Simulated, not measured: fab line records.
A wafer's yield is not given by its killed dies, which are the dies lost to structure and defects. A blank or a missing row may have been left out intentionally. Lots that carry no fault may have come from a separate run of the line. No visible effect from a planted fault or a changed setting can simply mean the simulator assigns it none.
Which tool was responsible? ; flow nand-harc ; 24 lots, 72 wafers sampled, at 6 steps of a route of 1159

== WHAT EACH GAUGE READ, for each wafer ==
NHARC_A_CONTACT_OVL_MEAS_70. Usual: overlay-x-nm -0.1 nm, standard deviation 0.83; overlay-y-nm 0.0 nm, standard deviation 0.74.
lot;measured;on;overlay-x-nm (nm);overlay-y-nm (nm);flag
L074;day 17 00:11;overlay-01;0.5 0.0 -0.2;0.9 1.0 0.9;
L075;day 18 07:02;overlay-02;-0.2 -0.3 0.3;-0.2 -0.3 0.0;
L076;day 18 12:04;overlay-02;0.0 0.4 -0.1;0.1 -0.3 0.2;
L077;day 18 18:02;overlay-01;-0.6 -0.7 -0.4;0.2 0.4 0.2;
L079;day 18 23:41;overlay-01;-1.1 -0.5 -0.8;-0.3 -0.2 0.2;
L078;day 19 05:02;overlay-02;0.3 0.6 1.0;1.7 0.8 1.1;
L082;day 20 21:20;overlay-01;1.5 1.7 1.4;-0.1 0.3 0.0;
L083;day 20 22:07;overlay-01;-0.2 -0.8 -0.1;-0.2 -0.7 -0.4;
L084;day 21 07:09;overlay-01;-0.3 0.0 0.2;0.3 0.8 0.0;
L088;day 21 07:45;overlay-02;-0.8 -0.1 -0.2;0.2 0.6 1.0;
L080;day 21 16:29;overlay-02;-0.3 0.0 -0.3;-0.5 -0.5 -0.9;
L085;day 21 16:39;overlay-01;1.0 0.8 0.2;0.6 0.5 0.5;
L081;day 22 01:52;overlay-02;1.2 1.4 1.1;-0.3 -0.6 -0.1;
L086;day 22 08:19;overlay-01;1.3 0.9 1.0;-1.1 -0.3 -0.5;
L087;day 22 09:56;overlay-01;-0.9 -0.2 -0.8;-0.2 0.3 0.5;
L089;day 22 11:54;overlay-01;0.2 -0.6 -0.1;1.0 0.9 0.8;
L091;day 22 14:02;overlay-01;-1.0 -1.5 -1.4;0.6 0.6 0.7;
L090;day 22 14:33;overlay-02;-0.8 -0.9 -0.3;-0.9 -0.6 -0.9;
L092;day 22 16:09;overlay-01;-0.2 -0.3 -0.1;-1.0 -1.0 -0.7;
L094;day 23 17:10;overlay-01;-1.1 -1.4 -2.1;-1.0 -1.6 -1.2;
L093;day 23 19:08;overlay-01;0.1 0.3 0.3;0.0 0.6 0.7;
L097;day 23 20:53;overlay-01;-0.4 -1.2 -0.9;-0.1 -0.1 -0.1;
L096;day 23 22:44;overlay-01;-1.1 -1.1 -1.0;0.1 0.2 0.9;
L095;day 24 07:55;overlay-01;-0.2 -0.5 -0.2;1.2 1.4 0.7;

NHARC_A_CONTACT_CD_MEAS_15. Usual: cd-nm at 90.1 nm, with a standard deviation of 0.5.
lot;measured;on;cd-nm (nm);flag
L074;day 17 09:03;cd-sem-02;90.7 90.2 90.2;
L075;day 18 16:49;cd-sem-03;90.5 90.6 90.4;
L076;day 18 20:49;cd-sem-01;89.6 89.4 90.0;
L077;day 19 02:50;cd-sem-02;90.0 90.4 90.0;
L079;day 19 08:38;cd-sem-03;90.9 91.0 90.6;
L078;day 19 14:11;cd-sem-01;89.9 90.1 90.3;
L082;day 21 17:14;cd-sem-01;89.9 90.0 89.9;
L083;day 21 17:06;cd-sem-03;88.6 89.7 89.7;
L084;day 22 02:20;cd-sem-02;89.5 90.4 90.4;
L088;day 22 02:33;cd-sem-02;89.3 89.4 89.1;
L080;day 22 09:44;cd-sem-02;90.8 90.6 90.9;
L085;day 22 08:25;cd-sem-02;89.2 89.8 89.5;
L081;day 22 14:44;cd-sem-02;90.6 90.5 90.7;
L086;day 22 19:11;cd-sem-03;90.1 89.9 89.9;
L087;day 22 21:58;cd-sem-01;89.6 89.6 89.5;
L089;day 22 21:50;cd-sem-03;90.2 91.1 90.1;
L091;day 22 23:05;cd-sem-01;89.9 90.1 89.9;
L090;day 23 00:02;cd-sem-03;90.5 90.6 90.6;
L092;day 23 02:25;cd-sem-02;90.3 89.8 90.3;
L094;day 24 03:56;cd-sem-03;89.8 90.4 89.5;
L093;day 24 05:35;cd-sem-01;90.0 90.3 90.8;
L097;day 24 08:50;cd-sem-02;89.6 89.5 89.3;
L096;day 24 09:49;cd-sem-01;89.5 89.6 89.5;
L095;day 24 18:05;cd-sem-02;89.5 89.8 90.0;

== TOOL THAT RAN EACH LOT (tool first, then ch and the chambers of the sampled wafers, then the start) ==
lot;NHARC_A_CONTACT_ETCH_126;NHARC_A_CONTACT_ETCH_97;NHARC_A_CONTACT_ETCH_138;NHARC_A_CONTACT_ETCH_98
L074;har-cap-etch-03 ch 0,1, day 17 01:50;rie-diel-13 ch 0,1,3, day 17 08:19 or earlier;har-cap-etch-01 ch 0,1, day 17 08:19;rie-diel-04 ch 1,2, day 17 09:03 or earlier
L075;har-cap-etch-01 ch 0,1, day 18 08:38;rie-diel-04 ch 0,3, day 18 16:00 or earlier;har-cap-etch-03 ch 0,1, day 18 16:00;rie-diel-13 ch 0,3, day 18 16:49 or earlier
L076;har-cap-etch-02 ch 0,1, day 18 13:38;rie-diel-04 ch 1,2,3, day 18 20:05 or earlier;har-cap-etch-03 ch 0,1, day 18 20:05;rie-diel-11 ch 0,1,3, day 18 20:49 or earlier
L077;har-cap-etch-02 ch 0,1, day 18 19:37;rie-diel-11 ch 0,2,3, day 19 02:05 or earlier;har-cap-etch-02 ch 0,1, day 19 02:05;rie-diel-04 ch 0,1, day 19 02:50 or earlier
L079;har-cap-etch-03 ch 0,1, day 19 01:23;rie-diel-04 ch 0,1, day 19 07:54 or earlier;har-cap-etch-02 ch 0,1, day 19 07:54;rie-diel-13 ch 0,1, day 19 08:38 or earlier
L078;har-cap-etch-01 ch 0,1, day 19 06:46;rie-diel-04 ch 0,2, day 19 13:22 or earlier;har-cap-etch-03 ch 0,1, day 19 13:22;rie-diel-04 ch 0,1, day 19 14:06
L082;har-cap-etch-02 ch 0,1, day 20 22:59;rie-diel-11 ch 1,2, day 21 16:14 or earlier;har-cap-etch-03 ch 0,1, day 21 16:14;rie-diel-04 ch 0,2,3, day 21 17:09
L083;har-cap-etch-03 ch 0,1, day 21 00:11;rie-diel-04 ch 0,2, day 21 01:51;har-cap-etch-01 ch 0,1, day 21 16:24;rie-diel-11 ch 0,3, day 21 17:06 or earlier
L084;har-cap-etch-03 ch 0,1, day 21 08:43;rie-diel-13 ch 0,3, day 22 01:37 or earlier;har-cap-etch-03 ch 0,1, day 22 01:37;rie-diel-04 ch 0,1,3, day 22 02:20 or earlier
L088;har-cap-etch-01 ch 0,1, day 21 09:29;rie-diel-04 ch 0,3, day 22 01:47 or earlier;har-cap-etch-01 ch 0,1, day 22 01:47;rie-diel-11 ch 2,3, day 22 02:33 or earlier
L080;har-cap-etch-03 ch 0,1, day 21 18:21;rie-diel-13 ch 0,1,3, day 22 08:49 or earlier;har-cap-etch-01 ch 0,1, day 22 08:49;rie-diel-13 ch 0,1,2, day 22 09:44 or earlier
L085;har-cap-etch-02 ch 0,1, day 21 18:16;rie-diel-13 ch 0,3, day 22 07:42 or earlier;har-cap-etch-02 ch 0,1, day 22 07:42;rie-diel-04 ch 0,1, day 22 08:25 or earlier
L081;har-cap-etch-02 ch 0,1, day 22 03:26;rie-diel-13 ch 0,1,3, day 22 13:58 or earlier;har-cap-etch-02 ch 0,1, day 22 13:58;rie-diel-11 ch 0,3, day 22 14:39
L086;har-cap-etch-02 ch 0,1, day 22 10:01;rie-diel-11 ch 2,3, day 22 18:26 or earlier;har-cap-etch-01 ch 1, day 22 18:26;rie-diel-04 ch 0,3, day 22 19:11 or earlier
L087;har-cap-etch-01 ch 0,1, day 22 11:49;rie-diel-04 ch 0,1,3, day 22 21:17 or earlier;har-cap-etch-01 ch 0,1, day 22 21:17;rie-diel-13 ch 0,1, day 22 21:58 or earlier
L089;har-cap-etch-03 ch 0,1, day 22 13:33;rie-diel-04 ch 0,3, day 22 21:02 or earlier;har-cap-etch-02 ch 0,1, day 22 21:02;rie-diel-11 ch 1,3, day 22 21:50 or earlier
L091;har-cap-etch-01 ch 0,1, day 22 15:38;rie-diel-04 ch 1,2,3, day 22 22:18 or earlier;har-cap-etch-03 ch 0,1, day 22 22:18;rie-diel-13 ch 1,2,3, day 22 23:05 or earlier
L090;har-cap-etch-02 ch 0,1, day 22 16:13;rie-diel-13 ch 0,2,3, day 22 23:18 or earlier;har-cap-etch-02 ch 0,1, day 22 23:18;rie-diel-11 ch 0,2, day 23 00:02 or earlier
L092;har-cap-etch-03 ch 0,1, day 22 17:44;rie-diel-11 ch 0,1, day 23 01:42 or earlier;har-cap-etch-01 ch 0,1, day 23 01:42;rie-diel-04 ch 1,2,3, day 23 02:25 or earlier
L094;har-cap-etch-02 ch 0,1, day 23 18:49;rie-diel-13 ch 0,1, day 24 03:13 or earlier;har-cap-etch-01 ch 0,1, day 24 03:13;rie-diel-11 ch 1,2, day 24 03:56 or earlier
L093;har-cap-etch-01 ch 0,1, day 23 20:49;rie-diel-04 ch 1,2,3, day 24 04:51 or earlier;har-cap-etch-02 ch 0,1, day 24 04:51;rie-diel-13 ch 0,1, day 24 05:35 or earlier
L097;har-cap-etch-01 ch 0,1, day 23 23:01;rie-diel-04 ch 0,1,3, day 24 07:53 or earlier;har-cap-etch-01 ch 0,1, day 24 07:53;rie-diel-04 ch 0,2, day 24 08:50 or earlier
L096;har-cap-etch-02 ch 0,1, day 24 00:26;rie-diel-04 ch 0,1,3, day 24 08:45 or earlier;har-cap-etch-01 ch 0,1, day 24 08:45;rie-diel-04 ch 0,1,2, day 24 09:49 or earlier
L095;har-cap-etch-02 ch 0,1, day 24 09:49;rie-diel-11 ch 0,1, day 24 17:20 or earlier;har-cap-etch-02 ch 0,1, day 24 17:20;rie-diel-04 ch 1,2,3, day 24 18:05 or earlier
- NHARC_A_CONTACT_ETCH_126: etches the open film in C4F8/O2/Ar, time 155 s, target depth 956 nm.
- NHARC_A_CONTACT_ETCH_97: etches the open film in C4F6/O2, target depth 20 nm, time 10 s.
- NHARC_A_CONTACT_ETCH_138: etches the open film in C4F8/O2/Ar, time 132 s, target depth 1289 nm.
- NHARC_A_CONTACT_ETCH_98: etches the open film in C4F6/O2, target depth 20 nm, time 10 s.

== AS READ BY THE TOOLS THEMSELVES (means over the sampled wafers that have a number; for cases with no such wafer, the mark the record gives instead) ==
NHARC_A_CONTACT_ETCH_126. Usual: oes-air-line-au at 1.000 a.u., with a standard deviation of 0.02.
lot;tool;oes-air-line-au (a.u.);flag
L074;har-cap-etch-03;0.998;
L075;har-cap-etch-01;0.996;
L076;har-cap-etch-02;0.975;
L077;har-cap-etch-02;0.987;
L079;har-cap-etch-03;1.005;
L078;har-cap-etch-01;1.010;
L082;har-cap-etch-02;0.997;
L083;har-cap-etch-03;0.981;
L084;har-cap-etch-03;0.995;
L088;har-cap-etch-01;1.010;
L080;har-cap-etch-03;0.997;
L085;har-cap-etch-02;0.995;
L081;har-cap-etch-02;1.016;
L086;har-cap-etch-02;1.003;
L087;har-cap-etch-01;1.021;
L089;har-cap-etch-03;1.003;
L091;har-cap-etch-01;0.971;
L090;har-cap-etch-02;1.022;
L092;har-cap-etch-03;1.015;
L094;har-cap-etch-02;0.999;
L093;har-cap-etch-01;0.995;
L097;har-cap-etch-01;1.016;
L096;har-cap-etch-02;1.008;
L095;har-cap-etch-02;0.986;

NHARC_A_CONTACT_ETCH_97. Usual: drypump-motor-current-A 5.6 A, standard deviation 0.38; oes-product-au 0.974 a.u., standard deviation 0.026; rf-vpp-V 546 V, standard deviation 3.1; showerhead-plenum-p-Torr 3.86 Torr, standard deviation 0.14; throttle-valve-pct 26.904 %, standard deviation 0.0093.
lot;tool;drypump-motor-current-A (A);oes-product-au (a.u.);rf-vpp-V (V);showerhead-plenum-p-Torr (Torr);throttle-valve-pct (%);flag
L074;rie-diel-13;5.8;1.009;549;4.00;26.905;
L075;rie-diel-04;5.2;0.954;545;3.85;26.909;
L076;rie-diel-04;5.5;0.995;546;3.90;26.898;
L077;rie-diel-11;5.7;1.005;543;3.77;26.907;
L079;rie-diel-04;5.7;0.938;544;3.76;26.907;
L078;rie-diel-04;5.6;1.000;544;3.75;26.899;
L082;rie-diel-11;5.7;0.981;546;3.89;26.907;
L083;rie-diel-04;5.6;1.000;545;3.80;26.900;
L084;rie-diel-13;5.9;0.941;549;4.03;26.910;
L088;rie-diel-04;5.4;1.001;544;3.77;26.903;
L080;rie-diel-13;5.8;0.962;549;3.97;26.903;
L085;rie-diel-13;6.2;0.975;551;4.11;26.904;
L081;rie-diel-13;5.8;0.949;548;3.97;26.914;
L086;rie-diel-11;5.8;1.007;545;3.80;26.905;
L087;rie-diel-04;5.5;0.993;545;3.83;26.905;
L089;rie-diel-04;5.2;0.996;545;3.84;26.897;
L091;rie-diel-04;5.5;0.932;546;3.89;26.901;
L090;rie-diel-13;5.9;0.943;547;3.93;26.904;
L092;rie-diel-11;5.6;0.976;543;3.75;26.902;
L094;rie-diel-13;5.5;0.951;546;3.89;26.893;
L093;rie-diel-04;5.5;0.959;546;3.88;26.899;
L097;rie-diel-04;5.5;0.946;546;3.83;26.907;
L096;rie-diel-04;5.5;0.973;544;3.83;26.911;
L095;rie-diel-11;5.6;1.002;550;4.12;26.910;

NHARC_A_CONTACT_ETCH_138. Usual: oes-air-line-au at 1.002 a.u., with a standard deviation of 0.021.
lot;tool;oes-air-line-au (a.u.);flag
L074;har-cap-etch-01;1.013;
L075;har-cap-etch-03;0.986;
L076;har-cap-etch-03;1.028;
L077;har-cap-etch-02;1.015;
L079;har-cap-etch-02;0.987;
L078;har-cap-etch-03;1.005;
L082;har-cap-etch-03;1.008;
L083;har-cap-etch-01;0.985;
L084;har-cap-etch-03;1.011;
L088;har-cap-etch-01;0.991;
L080;har-cap-etch-01;0.980;
L085;har-cap-etch-02;1.012;
L081;har-cap-etch-02;1.012;
L086;har-cap-etch-01;0.996;
L087;har-cap-etch-01;1.024;
L089;har-cap-etch-02;0.972;
L091;har-cap-etch-03;0.994;
L090;har-cap-etch-02;1.016;
L092;har-cap-etch-01;0.996;
L094;har-cap-etch-01;1.006;
L093;har-cap-etch-02;0.998;
L097;har-cap-etch-01;0.968;
L096;har-cap-etch-01;1.037;
L095;har-cap-etch-02;1.001;

NHARC_A_CONTACT_ETCH_98. Usual: drypump-motor-current-A 5.6 A, standard deviation 0.34; oes-product-au 0.963 a.u., standard deviation 0.019; rf-vpp-V 545.2 V, standard deviation 2.9; showerhead-plenum-p-Torr 3.84 Torr, standard deviation 0.13; throttle-valve-pct 26.904 %, standard deviation 0.0092.
lot;tool;drypump-motor-current-A (A);oes-product-au (a.u.);rf-vpp-V (V);showerhead-plenum-p-Torr (Torr);throttle-valve-pct (%);flag
L074;rie-diel-04;5.8;0.943;546.2;3.88;26.901;
L075;rie-diel-13;6.2;0.976;550.9;4.12;26.902;
L076;rie-diel-11;5.7;0.957;543.4;3.81;26.901;
L077;rie-diel-04;5.8;0.942;544.3;3.82;26.904;
L079;rie-diel-13;5.4;0.968;546.0;3.86;26.899;
L078;rie-diel-04;5.8;0.956;545.6;3.82;26.912;
L082;rie-diel-04;5.4;0.971;544.7;3.83;26.903;
L083;rie-diel-11;5.6;0.951;541.5;3.71;26.905;
L084;rie-diel-04;5.5;0.955;545.4;3.83;26.908;
L088;rie-diel-11;5.7;0.963;544.1;3.81;26.911;
L080;rie-diel-13;5.5;0.967;544.6;3.80;26.902;
L085;rie-diel-04;5.8;0.944;545.2;3.82;26.902;
L081;rie-diel-11;5.6;0.977;543.0;3.71;26.903;
L086;rie-diel-04;5.4;0.952;543.1;3.76;26.905;
L087;rie-diel-13;5.4;1.002;545.2;3.84;26.907;
L089;rie-diel-11;5.7;0.962;545.3;3.88;26.903;
L091;rie-diel-13;5.9;0.997;546.3;3.87;26.900;
L090;rie-diel-11;5.6;0.950;542.2;3.71;26.911;
L092;rie-diel-04;5.5;0.943;546.3;3.89;26.902;
L094;rie-diel-11;5.7;0.991;545.8;3.84;26.909;
L093;rie-diel-13;5.4;0.940;546.5;3.89;26.908;
L097;rie-diel-04;5.6;0.973;543.2;3.74;26.902;
L096;rie-diel-04;5.7;0.973;544.5;3.80;26.898;
L095;rie-diel-04;5.5;0.948;546.2;3.88;26.906;

== THE ANSWER, worked out from the rows above alone ==
Rule: a lot counts as off when the mean over its wafers that have a number is more than 3 standard deviations away from the usual mean. A lot without any number at a reading at which 4 lots or more have one is off too. All remaining lots with rows at the step are treated as sound. After the gauges, taken in route order, come the tools' own readings; for these a lot's mean is taken, as printed above. The first step at which some lot is off is used, and at that step the reading that is off furthest; a lot without a number counts as furthest.
Across all readings shown, no lot is off: no conclusion can be drawn from this.

== WHAT THE SIMULATOR PUT IN ==
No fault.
